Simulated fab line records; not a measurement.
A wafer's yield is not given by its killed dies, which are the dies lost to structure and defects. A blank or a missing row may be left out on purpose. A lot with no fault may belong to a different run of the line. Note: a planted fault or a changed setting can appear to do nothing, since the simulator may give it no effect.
Matching of chambers :: flow n5_finfet :: 4 sister chambers for N5_BEOL_M8_ETCH_62 on rie_diel-03
The step etches SOC in N2/H2, target depth 110 nm, overetch 22 nm, time 165 s. 18 wafers are shown with their chamber, then 9 later ones without.

== EACH WAFER AND ITS CHAMBER ==
wafer: L075.1
chamber: 3
showerhead_plenum_p_Torr (Torr): 2.47
throttle_valve_pct (%): 17.63
rf_vpp_V (V): 524.9

wafer: L075.2
chamber: 1
showerhead_plenum_p_Torr (Torr): 2.60
throttle_valve_pct (%): 18.03
rf_vpp_V (V): 524.3

wafer: L075.6
chamber: 0
showerhead_plenum_p_Torr (Torr): 2.61
throttle_valve_pct (%): 17.45
rf_vpp_V (V): 525.9

wafer: L077.2
chamber: 0
showerhead_plenum_p_Torr (Torr): 2.61
throttle_valve_pct (%): 17.45
rf_vpp_V (V): 525.1

wafer: L077.3
chamber: 3
showerhead_plenum_p_Torr (Torr): 2.47
throttle_valve_pct (%): 17.61
rf_vpp_V (V): 522.7

wafer: L077.6
chamber: 1
showerhead_plenum_p_Torr (Torr): 2.60
throttle_valve_pct (%): 18.03
rf_vpp_V (V): 523.5

wafer: L081.1
chamber: 1
showerhead_plenum_p_Torr (Torr): 2.60
throttle_valve_pct (%): 18.05
rf_vpp_V (V): 524.0

wafer: L081.3
chamber: 2
showerhead_plenum_p_Torr (Torr): 2.70
throttle_valve_pct (%): 17.25
rf_vpp_V (V): 528.3

wafer: L081.5
chamber: 0
showerhead_plenum_p_Torr (Torr): 2.60
throttle_valve_pct (%): 17.46
rf_vpp_V (V): 526.8

wafer: L083.2
chamber: 2
showerhead_plenum_p_Torr (Torr): 2.70
throttle_valve_pct (%): 17.25
rf_vpp_V (V): 528.4

wafer: L083.3
chamber: 0
showerhead_plenum_p_Torr (Torr): 2.60
throttle_valve_pct (%): 17.48
rf_vpp_V (V): 525.9

wafer: L083.5
chamber: 2
showerhead_plenum_p_Torr (Torr): 2.70
throttle_valve_pct (%): 17.27
rf_vpp_V (V): 527.8

wafer: L084.1
chamber: 3
showerhead_plenum_p_Torr (Torr): 2.46
throttle_valve_pct (%): 17.66
rf_vpp_V (V): 522.6

wafer: L084.3
chamber: 2
showerhead_plenum_p_Torr (Torr): 2.70
throttle_valve_pct (%): 17.28
rf_vpp_V (V): 527.1

wafer: L084.6
chamber: 2
showerhead_plenum_p_Torr (Torr): 2.70
throttle_valve_pct (%): 17.26
rf_vpp_V (V): 528.7

wafer: L089.3
chamber: 1
showerhead_plenum_p_Torr (Torr): 2.59
throttle_valve_pct (%): 18.11
rf_vpp_V (V): 524.2

wafer: L089.4
chamber: 3
showerhead_plenum_p_Torr (Torr): 2.45
throttle_valve_pct (%): 17.70
rf_vpp_V (V): 523.4

wafer: L089.6
chamber: 0
showerhead_plenum_p_Torr (Torr): 2.59
throttle_valve_pct (%): 17.10
rf_vpp_V (V): 524.1

SIGNATURES (averages over the wafers above)
reading: showerhead_plenum_p_Torr
chamber 0: 2.6020
chamber 1: 2.5975
chamber 2: 2.7000
chamber 3: 2.4625
scatter within a chamber: 0.00671

reading: throttle_valve_pct
chamber 0: 17.3880
chamber 1: 18.0550
chamber 2: 17.2620
chamber 3: 17.6500
scatter within a chamber: 0.0902

reading: rf_vpp_V
chamber 0: 525.560
chamber 1: 524.000
chamber 2: 528.060
chamber 3: 523.400
scatter within a chamber: 0.821
Rule: a wafer's distance from a chamber is the root of the sum, over the readings, of the square of ((its reading less the chamber's mean) divided by the reading's scatter). If the next closest chamber is less than 2 further off than the closest, the wafer can't be placed; otherwise it belongs to the closest. The scatter is the square root of a quotient: the sum, over the shown wafers, of each reading's squared deviation from its chamber's mean, divided by wafers minus chambers.

== WAFERS WHOSE CHAMBER IS MISSING ==
wafer: L090.2
showerhead_plenum_p_Torr (Torr): 2.58
throttle_valve_pct (%): 18.10
rf_vpp_V (V): 523.1

wafer: L090.4
showerhead_plenum_p_Torr (Torr): 2.59
throttle_valve_pct (%): 17.12
rf_vpp_V (V): 525.9

wafer: L090.6
showerhead_plenum_p_Torr (Torr): 2.58
throttle_valve_pct (%): 18.10
rf_vpp_V (V): 525.7

wafer: L092.2
showerhead_plenum_p_Torr (Torr): 2.58
throttle_valve_pct (%): 18.10
rf_vpp_V (V): 525.3

wafer: L092.4
showerhead_plenum_p_Torr (Torr): 2.59
throttle_valve_pct (%): 17.12
rf_vpp_V (V): 524.5

wafer: L092.6
showerhead_plenum_p_Torr (Torr): 2.58
throttle_valve_pct (%): 18.09
rf_vpp_V (V): 525.6

wafer: L095.1
showerhead_plenum_p_Torr (Torr): 2.69
throttle_valve_pct (%): 17.33
rf_vpp_V (V): 526.8

wafer: L095.3
showerhead_plenum_p_Torr (Torr): 2.58
throttle_valve_pct (%): 17.13
rf_vpp_V (V): 525.0

wafer: L095.5
showerhead_plenum_p_Torr (Torr): 2.69
throttle_valve_pct (%): 17.32
rf_vpp_V (V): 527.4

== CHAMBER TAKEN BY EACH ==
wafer: L090.2
from the rows above: 1
in truth: 1

wafer: L090.4
from the rows above: 0
in truth: 0

wafer: L090.6
from the rows above: 1
in truth: 1

wafer: L092.2
from the rows above: 1
in truth: 1

wafer: L092.4
from the rows above: 0
in truth: 0

wafer: L092.6
from the rows above: 1
in truth: 1

wafer: L095.1
from the rows above: 2
in truth: 2

wafer: L095.3
from the rows above: 0
in truth: 0

wafer: L095.5
from the rows above: 2
in truth: 2
Correctly placed: 9 of 9. Left unplaced by these rows: 0. Placed wrongly: 0.
